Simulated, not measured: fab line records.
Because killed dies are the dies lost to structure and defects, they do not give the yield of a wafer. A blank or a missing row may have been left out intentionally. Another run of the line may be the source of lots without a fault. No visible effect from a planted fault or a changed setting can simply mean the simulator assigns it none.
fab line records	flow nand_harc
record: lots: 6	wafers: 18	last_day: 33
route steps=1302 shown A_SLIT@928 A_SIN_REMOVE@947 A_WL_FILL@952 END@1302
lots that met no fault: taken from a fault-free run of the same line
start_h: hours from the record's first day to the start of the lot's first wafer shown	wait_h: time in hours since the lot's previous step	" repeats the value in the row above	L1.1+2: a single row standing in for several wafers	- no value present, or no start provided	* or withheld: withheld	< > ~ a bound
route shown NAME@n: NAME is a module with steps in the file, n the number in the route of the first one	usual: mean and standard deviation over wafers with no fault	same: alike in all rows	chamber/n: place in a boat	sites: readings site by site	_std_site: their standard deviation	_edge_site: mean of outer sites minus mean of inner sites	radius_mm: how far each site lies from the wafer's centre	mask NAME#n: copy n	behind: tool/chamber where the wafer was last shaped	hold: what put the lot on hold/how long, in hours/how the hold closed	device: whichever transistor did not switch (one of n, p or np)	end of line: the same wafers' tests at the end of the route	step lacking rows: just its recipe	killed: dies that structure and defects cost at the first sort, which is not the same as the wafer's yield	map: shows each die of a wafer: x if killed, . if not, _ if none is there
set.NAME: setting as actually run; set.NAME@STEP: the setting as run at that earlier step	model.NAME: the simulator's own value behind a step, which no gauge read
lots at some steps of the route; a table a step, a row a wafer
services: from which hour (start_h, from the record's first day; less than 0 if before it) a tool's chamber was out of use, for how many hours, and why
== steps ==
step: NHARC_A_SLIT_SOFTBAKE_04
recipe: temp_c: 105	time_s: 55
step: NHARC_A_SLIT_EBR_05
step: NHARC_A_SLIT_EXPOSE_06
recipe: na: 1.35	dose_mj: 60.82	mask_id: SLIT
step: NHARC_A_SLIT_PEB_07
recipe: peb_temp_c: 100	peb_time_s: 65
step: NHARC_A_SLIT_DEVELOP_08
recipe: develop_time_s: 35	dev_temp_c: 23
step: NHARC_A_SLIT_CD_MEAS_09
recipe: target_cd_nm: 300	landing_energy_ev: 500
usual: cd_nm: 300.0/0.37
lot.wafer	tool	chamber	start_h	wait_h	cd_nm
L870.2	cd_sem-02	0	513.06	-	299.9
L870.3	"	0	"	"	299.8
L870.5	"	0	"	"	300.5
L872.3	cd_sem-01	0	528.04	-	299.6
L872.5	"	0	"	"	300.0
L872.6	"	0	"	"	300.4
L878.2	cd_sem-02	0	594.86	-	299.6
L878.5	"	0	"	"	300.1
L878.6	"	0	"	"	299.8
L881.3	cd_sem-03	0	609.06	-	299.6
L881.4	"	0	"	"	298.8
L881.6	"	0	"	"	299.6
L885.3	cd_sem-01	0	645.88	-	300.2
L885.4	"	0	"	"	299.8
L885.6	"	0	"	"	299.9
L886.2	cd_sem-01	0	649.49	-	300.2
L886.4	"	0	"	"	300.7
L886.5	"	0	"	"	300.1
step: NHARC_A_SLIT_OVL_MEAS_10
usual: overlay_x_nm: 0.2/0.69	overlay_y_nm: 0.2/0.9
lot.wafer	tool	chamber	start_h	wait_h	overlay_x_nm	overlay_y_nm
L870.2	overlay-01	-	513.14	-	0.1	0.3
L870.3	"	-	"	"	-0.5	0.3
L870.5	"	-	"	"	0.3	0.6
L872.3	overlay-02	-	528.12	-	0.4	-1.2
L872.5	"	-	"	"	0.5	-0.9
L872.6	"	-	"	"	0.1	-1.3
L878.2	overlay-02	-	594.96	-	0.0	-0.5
L878.5	"	-	"	"	0.5	-0.5
L878.6	"	-	"	"	0.2	-0.8
L881.3	overlay-01	-	609.14	-	1.2	-0.9
L881.4	"	-	"	"	1.0	-0.8
L881.6	"	-	"	"	0.5	-0.6
L885.3	overlay-01	-	645.96	-	0.0	-0.1
L885.4	"	-	"	"	-0.7	-0.9
L885.6	"	-	"	"	-0.1	-0.5
L886.2	overlay-02	-	649.57	-	-1.3	-0.2
L886.4	"	-	"	"	-0.3	0.4
L886.5	"	-	"	"	-0.6	-0.6
step: NHARC_A_SLIT_INSPECT_11
usual: raw_defect_count: 60/32
lot.wafer	tool	chamber	start_h	wait_h	raw_defect_count
L870.2	defect_inspect-01	-	513.18	0.0	63
L870.3	"	-	"	"	66
L870.5	"	-	"	"	77
L872.3	defect_inspect-02	-	528.16	0.0	32
L872.5	"	-	"	"	20
L872.6	"	-	"	"	19
L878.2	defect_inspect-02	-	594.99	0.0	109
L878.5	"	-	"	"	82
L878.6	"	-	"	"	103
L881.3	defect_inspect-01	-	609.19	0.1	23
L881.4	"	-	"	"	17
L881.6	"	-	"	"	22
L885.3	defect_inspect-01	-	646.00	0.0	24
L885.4	"	-	"	"	28
L885.6	"	-	"	"	23
L886.2	defect_inspect-01	-	649.61	0.0	34
L886.4	"	-	"	"	31
L886.5	"	-	"	"	33
step: NHARC_A_SLIT_DESCUM_14
recipe: time_s: 3	o2_flow_sccm: 200	ar_flow_sccm: 0	bias_power_w: 0	chemistry: O2
usual: drypump_motor_current_A: 5.7/0.3	oes_product_au: 0.996/0.0077	rf_vpp_V: 57.5/1	showerhead_plenum_p_Torr: 1.87/0.077	throttle_valve_pct: 11.312/0.0091
lot.wafer	tool	chamber	start_h	wait_h	drypump_motor_current_A	oes_product_au	rf_hours_counter_h	rf_vpp_V	showerhead_plenum_p_Torr	throttle_valve_pct
L870.2	rie_diel-09	1	513.24	0.1	5.8	0.991	0.3	57.3	1.83	11.321
L870.3	"	3	"	"	6.4	1.005	0.7	56.9	1.81	11.316
L870.5	"	1	"	"	5.8	1.008	-	55.1	1.83	11.320
L872.3	rie_diel-04	3	528.22	0.1	5.5	1.001	10.5	56.5	1.97	11.302
L872.6	"	3	"	"	5.5	0.998	-	57.4	1.97	11.310
L872.5	"	0	"	"	5.8	0.996	-	56.9	1.89	11.309
L878.2	rie_diel-09	2	595.07	0.1	5.8	1.002	5.9	56.9	1.79	11.317
L878.5	"	0	"	"	5.6	0.994	-	58.7	1.78	11.314
L878.6	"	1	"	"	5.9	0.992	-	56.7	1.83	11.305
L881.3	rie_diel-09	3	609.25	0.1	6.3	0.996	7.0	56.6	1.81	11.317
L881.4	"	1	"	"	5.8	1.000	7.5	55.5	1.83	11.317
L881.6	"	0	"	"	5.6	0.984	-	58.6	1.78	11.299
L885.4	rie_diel-07	3	646.06	0.1	5.1	0.979	9.2	58.2	1.98	11.301
L885.3	"	0	"	"	5.6	0.985	8.1	58.3	1.96	11.323
L885.6	"	0	"	"	5.6	1.005	-	59.9	1.96	11.326
L886.2	rie_diel-09	1	649.68	0.1	5.8	0.990	9.7	56.3	1.83	11.305
L886.4	"	2	"	"	5.9	1.010	8.9	56.6	1.79	11.309
L886.5	"	1	"	"	5.9	1.002	-	57.2	1.83	11.309
step: NHARC_A_SLIT_ETCH_24
recipe: target_depth_a: 1210	time_s: 60.5	cf4_flow_sccm: 100	chf3_flow_sccm: 30	ar_flow_sccm: 0	rf_w: 500	bias_w: 200	chemistry: CF4/CHF3
usual: drypump_motor_current_A: 5.7/0.31	oes_product_au: 0.959/0.017	rf_vpp_V: 369.4/2.2	showerhead_plenum_p_Torr: 1.54/0.06	throttle_valve_pct: 16.802/0.0081
lot.wafer	tool	chamber	start_h	wait_h	drypump_motor_current_A	oes_product_au	rf_hours_counter_h	rf_vpp_V	showerhead_plenum_p_Torr	throttle_valve_pct
L870.2	rie_diel-09	0	513.32	0.1	5.6	0.969	0.5	365.7	1.47	16.817
L870.3	"	2	"	"	5.9	0.963	0.6	367.6	1.48	16.791
L870.5	"	1	"	"	5.9	0.963	-	368.3	1.51	16.806
L872.3	rie_diel-04	1	528.33	0.1	5.8	0.951	11.0	372.3	1.63	16.805
L872.6	"	0	"	"	5.8	0.965	-	369.9	1.56	16.812
L872.5	"	3	"	"	5.5	0.952	-	372.3	1.62	16.802
L878.2	rie_diel-09	1	595.14	0.1	5.8	0.959	6.7	366.6	1.51	16.803
L878.6	"	1	"	"	5.8	0.955	-	367.6	1.51	16.807
L878.5	"	2	"	"	5.9	0.965	-	365.6	1.48	16.804
L881.3	rie_diel-09	0	609.34	0.1	5.6	0.962	7.5	369.8	1.47	16.803
L881.4	"	3	"	"	6.3	0.978	7.1	368.5	1.49	16.800
L881.6	"	1	"	"	5.9	0.979	-	366.0	1.51	16.793
L885.3	rie_diel-07	1	646.14	0.1	5.4	0.968	8.4	368.4	1.50	16.805
L885.4	"	0	"	"	5.6	0.969	8.1	372.5	1.61	16.805
L885.6	"	2	"	"	5.0	0.970	-	372.6	1.63	16.814
L886.4	rie_diel-09	3	649.76	0.1	6.3	0.988	8.5	366.5	1.49	16.787
L886.2	"	1	"	"	5.9	0.960	9.7	367.4	1.51	16.817
L886.5	"	2	"	"	5.9	0.985	-	367.7	1.48	16.797
step: NHARC_A_SLIT_ETCH_15
recipe: target_depth_a: 62000	over_etch_frac: 0.3	time_s: 1612	ion_energy_ev: 150	o2_flow_sccm: 400	cos_flow_sccm: 20	ar_flow_sccm: 0	rf_w: 500	bias_w: 300	chemistry: O2/COS
usual: drypump_motor_current_A: 5.7/0.3	oes_product_au: 0.997/0.0077	rf_vpp_V: 313.2/1.9	showerhead_plenum_p_Torr: 3.06/0.12	throttle_valve_pct: 28.331/0.009
lot.wafer	tool	chamber	start_h	wait_h	drypump_motor_current_A	oes_product_au	rf_hours_counter_h	rf_vpp_V	showerhead_plenum_p_Torr	throttle_valve_pct
L870.2	rie_diel-09	3	-	-	6.4	1.000	0.9	311.3	2.97	28.333
L870.3	"	0	"	"	5.7	0.995	0.7	312.5	2.92	28.312
L870.5	"	2	"	"	5.9	1.005	-	311.1	2.94	28.336
L872.3	rie_diel-04	3	-	-	5.5	0.992	10.8	316.7	3.21	28.319
L872.5	"	1	"	"	5.8	0.998	-	315.3	3.23	28.325
L872.6	"	0	"	"	5.8	1.000	-	313.4	3.09	28.333
L878.2	rie_diel-09	1	-	-	5.8	0.996	6.9	313.1	2.99	28.331
L878.5	"	2	"	"	5.9	1.002	-	311.2	2.93	28.339
L878.6	"	3	"	"	6.3	1.004	-	312.0	2.96	28.335
L881.4	rie_diel-09	2	-	-	5.9	1.004	7.3	311.6	2.93	28.349
L881.3	"	0	"	"	5.6	0.998	7.7	312.2	2.92	28.335
L881.6	"	2	"	"	5.9	1.006	-	311.7	2.93	28.336
L885.3	rie_diel-07	0	-	-	5.6	0.985	8.4	316.3	3.20	28.333
L885.4	"	3	"	"	5.1	0.994	9.5	315.9	3.22	28.320
L885.6	"	1	"	"	5.4	0.988	-	311.4	2.98	28.340
L886.4	rie_diel-09	3	-	-	6.4	1.011	8.7	311.6	2.96	28.333
L886.2	"	0	"	"	5.6	0.991	9.5	311.5	2.92	28.347
L886.5	"	3	"	"	6.4	1.001	-	311.1	2.96	28.330
step: NHARC_A_SLIT_ETCH_17
recipe: bias_v: 900	source_w: withheld	pressure_mtorr: 20	ar_flow_sccm: 375	c4f8_flow_sccm: 83.3	o2_flow_sccm: 41.7	time_s: 4254.5	target_depth_a: 2.03e+05	chemistry: C4F8/O2/Ar
step: NHARC_A_SLIT_ETCH_26
recipe: bias_v: 400	source_w: 2000	pressure_mtorr: 25	time_s: 90	ar_flow_sccm: 375	c4f8_flow_sccm: 41.7	o2_flow_sccm: 83.3	target_depth_a: 4000	chemistry: C4F8/O2/Ar
usual: drypump_motor_current_A: 5.9/0.68	showerhead_plenum_p_Torr: 3.77/0.11	throttle_valve_pct: 27.619/0.0099
lot.wafer	tool	chamber	start_h	wait_h	drypump_motor_current_A	rf_hours_counter_h	showerhead_plenum_p_Torr	throttle_valve_pct
L870.2	har_etch-02	0	518.16	2.5	6.7	72	3.94	27.606
L870.3	"	1	"	"	6.1	-	3.71	27.610
L870.5	"	1	"	"	6.1	-	3.71	27.612
L872.3	har_etch-02	1	533.44	1.9	6.1	-	3.70	27.612
L872.6	"	1	"	"	6.1	-	3.70	27.607
L872.5	"	0	"	"	6.7	-	3.93	27.621
L878.2	har_etch-01	0	599.94	2.4	4.9	332	3.64	27.613
L878.5	"	1	"	"	5.4	-	3.79	27.641
L878.6	"	0	"	"	4.9	-	3.63	27.631
L881.3	har_etch-01	1	614.15	1.9	5.3	-	3.79	27.639
L881.4	"	0	"	"	4.9	-	3.63	27.620
L881.6	"	1	"	"	5.3	-	3.79	27.620
L885.4	har_etch-02	1	650.99	1.9	6.1	-	3.66	27.613
L885.3	"	0	"	"	6.7	-	3.89	27.626
L885.6	"	0	"	"	6.7	-	3.89	27.605
L886.2	har_etch-01	0	666.19	4.9	4.9	-	3.62	27.609
L886.4	"	0	"	"	4.9	-	3.62	27.628
L886.5	"	0	"	"	4.9	-	3.62	27.608
step: NHARC_A_SLIT_STRIP_28
recipe: o2_flow_sccm: 400	cos_flow_sccm: 20	ar_flow_sccm: 0	bias_w: 0	chemistry: O2/COS
step: NHARC_A_SLIT_ETCH_29
recipe: target_depth_a: 1000	overetch_a: 100	time_s: 55	ion_energy_ev: 100	cf4_flow_sccm: 80	o2_flow_sccm: 20	ar_flow_sccm: 0	rf_w: 300	bias_w: 100	chemistry: CF4/O2
usual: drypump_motor_current_A: 5.6/0.33	oes_product_au: 0.998/0.0084	rf_vpp_V: 197.3/1.5	showerhead_plenum_p_Torr: 1.32/0.055	throttle_valve_pct: 13.398/0.0094
lot.wafer	tool	chamber	start_h	wait_h	drypump_motor_current_A	oes_product_au	rf_hours_counter_h	rf_vpp_V	showerhead_plenum_p_Torr	throttle_valve_pct
L870.3	rie_diel-09	0	519.01	0.1	5.6	0.995	2	194.7	1.25	13.379
L870.2	"	1	"	"	5.8	0.999	2	197.5	1.28	13.407
L870.5	"	1	"	"	5.9	0.994	-	196.6	1.28	13.400
L872.3	rie_diel-07	2	534.26	0.1	5.1	0.992	1	199.4	1.39	13.402
L872.6	"	1	"	"	5.4	1.000	-	199.1	1.27	13.400
L872.5	"	2	"	"	5.1	0.992	-	200.4	1.39	13.391
L878.2	rie_diel-09	2	600.81	0.1	5.8	1.001	7	195.0	1.25	13.416
L878.6	"	0	"	"	5.6	0.991	-	196.0	1.24	13.419
L878.5	"	1	"	"	5.8	1.005	-	196.9	1.28	13.395
L881.4	rie_diel-09	1	614.98	0.1	5.8	1.008	8	194.4	1.28	13.401
L881.3	"	0	"	"	5.6	1.006	8	195.4	1.24	13.409
L881.6	"	1	"	"	5.8	0.999	-	197.3	1.28	13.381
L885.3	rie_diel-09	1	651.81	0.1	5.8	0.995	10	196.3	1.28	13.393
L885.4	"	2	"	"	5.9	0.997	9	195.7	1.25	13.388
L885.6	"	0	"	"	5.6	0.992	-	196.3	1.24	13.408
L886.4	rie_diel-09	1	667.19	0.1	5.8	1.004	11	196.9	1.28	13.396
L886.2	"	0	"	"	5.6	0.993	11	195.0	1.24	13.398
L886.5	"	2	"	"	5.9	0.996	-	194.8	1.25	13.399
step: NHARC_A_SLIT_STRIP_18
recipe: o2_flow_sccm: 500	ar_flow_sccm: 0	bias_w: 0	chemistry: O2
step: NHARC_A_SLIT_PRECLEAN_19
recipe: time_s: *	temp_c: 50	bath_age_min: 0	chemistry: SC1
step: NHARC_A_SLIT_SRD_20
step: NHARC_A_SLIT_CD_MEAS_21
usual: cd_nm: 289.4/0.94
lot.wafer	tool	chamber	start_h	wait_h	cd_nm
L870.2	cd_sem-03	-	519.58	0.1	290.3
L870.3	"	-	"	"	289.7
L870.5	"	-	"	"	289.9
L872.3	cd_sem-03	-	534.80	-	290.1
L872.5	"	-	"	"	290.1
L872.6	"	-	"	"	290.4
L878.2	cd_sem-03	-	601.37	0.1	288.8
L878.5	"	-	"	"	288.9
L878.6	"	-	"	"	288.7
L881.3	cd_sem-03	-	615.55	0.1	289.6
L881.4	"	-	"	"	290.0
L881.6	"	-	"	"	290.2
L885.3	cd_sem-02	-	652.35	-	290.7
L885.4	"	-	"	"	289.9
L885.6	"	-	"	"	290.1
L886.2	cd_sem-03	-	667.73	-	288.9
L886.4	"	-	"	"	288.9
L886.5	"	-	"	"	289.4
step: NHARC_A_SIN_REMOVE_WET_00
recipe: temp_c: 160	time_s: 15300	chemistry: H3PO4
step: NHARC_A_SIN_REMOVE_PRECLEAN_01
recipe: time_s: *	temp_c: 50	bath_age_min: 0	chemistry: SC1
step: NHARC_A_SIN_REMOVE_SRD_02
step: NHARC_A_SIN_REMOVE_INSPECT_04
usual: raw_defect_count: 393/89
lot.wafer	tool	chamber	start_h	wait_h	raw_defect_count
L870.2	defect_inspect-02	-	526.16	0.0	752
L870.3	"	-	"	"	784
L870.5	"	-	"	"	712
L872.3	defect_inspect-02	-	541.51	0.0	789
L872.5	"	-	"	"	748
L872.6	"	-	"	"	727
L878.2	defect_inspect-02	-	608.83	0.0	448
L878.5	"	-	"	"	447
L878.6	"	-	"	"	512
L881.3	defect_inspect-01	-	622.16	0.0	271
L881.4	"	-	"	"	309
L881.6	"	-	"	"	364
L885.3	defect_inspect-02	-	659.00	0.0	315
L885.4	"	-	"	"	336
L885.6	"	-	"	"	383
L886.2	defect_inspect-01	-	674.43	0.0	286
L886.4	"	-	"	"	320
L886.5	"	-	"	"	347
step: NHARC_A_WL_FILL_ALD_00
recipe: target_thk_a: 30	pulse_time_s: 3	ald_cycles: 30	temp_c: 300	material: Al2O3
usual: heater_power_w: 485/56	precursor_pulse_height_rel: 0.999/0.021
same: pulse_time_s: 3
lot.wafer	tool	chamber	start_h	wait_h	heater_power_w	precursor_pulse_height_rel
L870.2	ald_hk-02	0	526.22	0.1	444	0.994
L870.3	"	1	"	"	478	0.982
L870.5	"	1	"	"	475	0.984
L872.3	ald_hk-01	2	541.94	0.4	566	0.998
L872.6	"	3	"	"	430	0.986
L872.5	"	0	"	"	447	0.979
L878.2	ald_hk-01	1	608.95	0.1	488	0.943
L878.6	"	3	"	"	439	1.010
L878.5	"	0	"	"	448	0.994
L881.3	ald_hk-01	2	622.38	0.2	577	0.990
L881.4	"	3	"	"	428	1.014
L881.6	"	2	"	"	591	0.980
L885.4	ald_hk-04	3	659.09	0.1	595	1.038
L885.3	"	0	"	"	426	0.977
L885.6	"	3	"	"	590	1.020
L886.2	ald_hk-04	1	674.61	0.2	489	1.032
L886.4	"	2	"	"	494	0.991
L886.5	"	1	"	"	485	1.026
step: NHARC_END_SORT_01
recipe: temp_c: 25
usual: killed_at_array: 46/15	killed_at_other: 0.8/1.1	killed_at_periphery: 4.0/2.9	killed_dies: 50/15	killed_open: 3.2/1.8	killed_short: 2.3/1.6
same: gross_dies: 677
lot.wafer	tool	chamber	start_h	wait_h	killed_at_array	killed_at_other	killed_at_periphery	killed_dies	killed_open	killed_short
L870.2	prober-02	0	625.06	2.8	60	2	3	65	2	2
L870.3	prober-02	0	625.86	3.1	71	0	6	77	3	1
L870.5	prober-02	0	627.45	3.7	75	0	2	77	1	2
L872.3	prober-01	0	640.31	3.1	80	0	1	81	6	2
L872.5	prober-01	0	641.93	3.7	62	0	7	69	2	4
L872.6	prober-01	0	642.74	4.1	75	1	6	82	2	2
killed by level:class
L870.2 A_SLIT:unspecified=43 P_ZERO_WELL:chamber_film_flake=3 A_M0:chamber_film_flake=3 A_CHANNEL_HOLE_D1:chamber_film_flake=2 A_DECK1_JOINT:chamber_film_flake=2 A_CHANNEL_HOLE_D2:chamber_film_flake=2 A_CONTACT:chamber_film_flake=2 THIN_TSV:chamber_film_flake=2
L870.3 A_SLIT:unspecified=51 A_CHANNEL_HOLE_D2:chamber_film_flake=7 A_CHANNEL_HOLE_D1:chamber_film_flake=3 A_STAIRCASE:chamber_film_flake=3 A_CONTACT:chamber_film_flake=3 P_BONDPAD:chamber_film_flake=2 P_CONTACT:geometric_particle:open=1 P_M0:geometric_particle:open=1
L870.5 A_SLIT:unspecified=50 A_CHANNEL_HOLE_D2:chamber_film_flake=8 A_CHANNEL_HOLE_D1:chamber_film_flake=5 A_STAIRCASE:chamber_film_flake=5 A_SLIT:chamber_film_flake=2 A_CHANNEL_FILL_D1:geometric_particle:short=1 A_CHANNEL_FILL_D1:geometric_particle:open=1 A_BLC:geometric_particle:short=1
L872.3 A_SLIT:unspecified=47 A_CHANNEL_HOLE_D2:chamber_film_flake=12 A_CHANNEL_HOLE_D1:chamber_film_flake=6 A_BONDPAD:chamber_film_flake=3 A_ONON_D2:geometric_particle:open=2 A_STAIRCASE:chamber_film_flake=2 A_ONON_D1:geometric_particle:open=1 A_CHANNEL_FILL_D1:geometric_particle:open=1
L872.5 A_SLIT:unspecified=43 A_CHANNEL_HOLE_D2:chamber_film_flake=8 P_GATE:chamber_film_flake=5 A_ONON_D1:geometric_particle:short=3 A_CONTACT:chamber_film_flake=2 A_M0:chamber_film_flake=2 P_GATE:geometric_particle:open=1 A_CHANNEL_FILL_D1:geometric_particle:short=1
L872.6 A_SLIT:unspecified=53 A_CHANNEL_HOLE_D2:chamber_film_flake=8 A_CONTACT:chamber_film_flake=6 P_GATE:chamber_film_flake=3 A_CHANNEL_HOLE_D1:chamber_film_flake=3 P_ZERO_WELL:chamber_film_flake=2 A_BONDPAD:chamber_film_flake=2 A_CHANNEL_FILL_D1:geometric_particle:open=1
== services ==
tool	chamber	start_h	hours	kind
rie_diel-09	-	497.10	9.0	pm
rie_diel-09	0	497.10	9.0	vent_cycle
rie_diel-09	1	497.10	9.0	vent_cycle
rie_diel-09	2	497.10	9.0	vent_cycle
rie_diel-09	3	497.10	9.0	vent_cycle
rie_diel-07	2	500.00	33.9	repair
rie_diel-09	0	506.10	-	clean
rie_diel-09	1	506.10	-	clean
rie_diel-09	2	506.10	-	clean
rie_diel-04	2	526.44	2.9	repair
ald_hk-02	-	531.35	10.0	pm
rie_diel-04	-	531.98	9.0	pm
rie_diel-04	-	552.14	2.3	repair
ald_hk-02	-	554.60	1.1	repair
ald_hk-04	-	615.59	10.0	pm
rie_diel-07	0	616.95	3.6	repair
rie_diel-04	-	617.80	0.2	repair
ald_hk-04	-	635.20	1.0	repair
rie_diel-09	-	640.04	0.2	repair
rie_diel-07	-	648.21	9.0	pm
ald_hk-01	-	655.54	10.0	pm
rie_diel-07	0	668.24	2.6	repair
rie_diel-07	3	670.62	9.4	repair
rie_diel-09	-	674.15	9.0	pm
== key ==
first_sign: step: NHARC_A_SIN_REMOVE_INSPECT_04	reading: raw_defect_count	direction: up	sigmas: 4	usual: 393	struck: 752
effect: step: NHARC_END_SORT_01	reading: killed_at_array	direction: up	sigmas: 1.6	usual: 46	struck: 70	wafers_moved: 5
more_kills_born_at: NHARC_A_SLIT_ETCH_26@har_etch-02: 233
met_at NHARC_A_SLIT_ETCH_26
struck_wafers L870.2,L870.3,L870.5,L872.3,L872.5,L872.6
tester_left_out L870,L872
fault: kind: chamber_particle_source	tool: har_etch-02	chamber: -	onset_h: 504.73	steps: NHARC_A_SLIT_ETCH_26	rate_per_visit_cm2: 0.67614	end_h: 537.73
tester_left_out: of these lots the tester's yield and bins aren't shown, on N5 and GAA mostly nor the transistor test; their killed dies are dies lost to structure and defects alone, not to doping, threshold or leakage, so they don't give the yield
